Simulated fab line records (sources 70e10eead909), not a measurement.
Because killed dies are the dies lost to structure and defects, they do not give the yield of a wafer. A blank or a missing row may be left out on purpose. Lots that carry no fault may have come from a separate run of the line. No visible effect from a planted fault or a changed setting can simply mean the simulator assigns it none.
Check for tools in common ; flow nand_harc ; 1 lot, 2 wafers sampled

## THE REASON FOR OPENING IT
At NHARC_END_SORT_01 the reading killed_dies is flagged on 1 of 1 lot. Fault-free wafers read 54, with a standard deviation of 19.
Rule: a lot is flagged when every wafer of it that has a number lies more than 4 standard deviations from that mean, or none has a number. As for the other lots, they are considered sound.

lot;measured;on;killed_dies, wafer by wafer;flag
L796;day 32 04:59;prober-01;160 191;FLAGGED
The numbers of the flagged lots are 176 on average: +122 against the usual, or +6 standard deviations.

## WHICH TOOL RAN EACH LOT
The record holds 4 process steps before the reading, out of a route of 1302 steps. Each cell gives the tool, then ch followed by the chambers the sampled wafers passed through, then the start.
lot;flag;NHARC_A_STAIRCASE_ETCH_201;NHARC_A_STAIRCASE_DESCUM_219;NHARC_A_STAIRCASE_TRIM_220;NHARC_A_STAIRCASE_ETCH_230
L796;FLAGGED;rie_diel-13 ch 1,2, day 24 01:12 or earlier;rie_diel-13 ch 2,3, day 24 01:12;rie_diel-13 ch 1, day 24 01:17;rie_diel-05 ch 1,2, day 32 04:59 or earlier
What is done by these steps:
- NHARC_A_STAIRCASE_ETCH_201: etches the open film in C4F8/O2, target depth 100 nm, time 40.5 s.
- NHARC_A_STAIRCASE_DESCUM_219: chemistry O2, time 3 s.
- NHARC_A_STAIRCASE_TRIM_220: chemistry O2, time 211.2 s.
- NHARC_A_STAIRCASE_ETCH_230: etches the open film in C4F8/O2, target depth 100 nm, time 40.5 s.
- NHARC_END_SORT_01

## FLAGGED OVER TOTAL, TOOL BY TOOL (the gauges that took the reading come last)
step;tool;lots run;flagged;share of the flagged lots;sound lots run after its first flagged lot
NHARC_A_STAIRCASE_ETCH_201;rie_diel-13;1;1;all;0
NHARC_A_STAIRCASE_DESCUM_219;rie_diel-13;1;1;all;0
NHARC_A_STAIRCASE_TRIM_220;rie_diel-13;1;1;all;0
NHARC_A_STAIRCASE_ETCH_230;rie_diel-05;1;1;all;0
NHARC_END_SORT_01;prober-01;1;1;all;0
Because NHARC_A_STAIRCASE_ETCH_201 lacks a start for some lots, the hours and order of its lots are taken from NHARC_A_STAIRCASE_DESCUM_219. Because NHARC_A_STAIRCASE_ETCH_230 lacks a start for some lots, the hours and order of its lots are taken from NHARC_END_SORT_01.

## WHAT THE TABLE PERMITS
5 rows of the table ran every flagged lot: rie_diel-13 at NHARC_A_STAIRCASE_ETCH_201, rie_diel-13 at NHARC_A_STAIRCASE_DESCUM_219, rie_diel-13 at NHARC_A_STAIRCASE_TRIM_220, rie_diel-05 at NHARC_A_STAIRCASE_ETCH_230, prober-01 at NHARC_END_SORT_01.
- rie_diel-13 at NHARC_A_STAIRCASE_ETCH_201: 1 of its 1 lot flagged. It ran no sound lot before its first flagged lot in this sample, so the start can't be narrowed down.
- rie_diel-13 at NHARC_A_STAIRCASE_DESCUM_219: 1 of its 1 lot flagged. It ran no sound lot before its first flagged lot in this sample, so the start can't be narrowed down.
- rie_diel-13 at NHARC_A_STAIRCASE_TRIM_220: 1 of its 1 lot flagged. It ran no sound lot before its first flagged lot in this sample, so the start can't be narrowed down. Its own readings (oes_product_au) fall more than 4 standard deviations out on all wafers of the flagged lots.
- rie_diel-05 at NHARC_A_STAIRCASE_ETCH_230: 1 of its 1 lot flagged. It ran no sound lot before its first flagged lot in this sample, so the start can't be narrowed down.
- prober-01 at NHARC_END_SORT_01: 1 of its 1 lot flagged. It ran no sound lot before its first flagged lot in this sample, so the start can't be narrowed down.
A lot count leaves these 3 tools indistinguishable: every one of them fits a fault beginning at some hour. More lots, or a look at what each step does to the wafer, might.

## WHAT WAS PUT IN BY THE SIMULATOR
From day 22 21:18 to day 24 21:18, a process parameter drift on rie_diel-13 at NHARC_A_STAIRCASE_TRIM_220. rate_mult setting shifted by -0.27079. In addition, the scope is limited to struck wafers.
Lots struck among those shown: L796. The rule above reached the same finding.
